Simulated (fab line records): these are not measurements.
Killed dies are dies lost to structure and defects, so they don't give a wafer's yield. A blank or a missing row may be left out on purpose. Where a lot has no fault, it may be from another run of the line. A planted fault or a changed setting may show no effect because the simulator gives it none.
Matching of chambers -- flow nand harc -- pecvd-03 running NHARC_A_STAIRCASE_DEP_471: 3 sister chambers
The step deposits SiO2, target thk 100 nm. 3 wafers are shown with their chamber, then 10 later ones without.

WAFERS WITH THEIR CHAMBER
wafer,chamber,throttle valve pct (%)
L088.2,0,15.8
L090.1,2,16.9
L090.3,1,17.0

WAFERS WITH NO CHAMBER GIVEN
wafer,throttle valve pct (%)
L090.6,15.8
L091.2,16.1
L091.3,16.0
L091.4,16.7
L094.2,16.5
L094.3,16.8
L094.4,16.0
L095.1,16.0
L095.2,17.0
L095.4,17.2

WHICH CHAMBER EACH WENT THROUGH
wafer,from the rows above,in truth
L090.6,0,0
L091.2,0,0
L091.3,0,0
L091.4,can't be placed: 2 or 1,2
L094.2,can't be placed: 2 or 1 or 0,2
L094.3,can't be placed: 2 or 1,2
L094.4,0,0
L095.1,0,0
L095.2,can't be placed: 1 or 2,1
L095.4,can't be placed: 1 or 2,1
Placed correctly: 5 of 10. Not placeable from these rows: 5 (in 5, the candidates include the true chamber). Wrongly placed: 0.
How it was worked out, from the rows above alone: a wafer's distance from a chamber is the root of the sum, over the readings, of the square of ((its reading less the chamber's mean) divided by the reading's scatter). The wafer belongs to the nearest chamber; if the next one is less than 2 further off, it can't be placed. For every chamber, the mean is computed from those of its wafers that are shown. The scatter: root of mean squared gap, hidden wafer to nearest shown wafer, with one shown wafer a chamber.
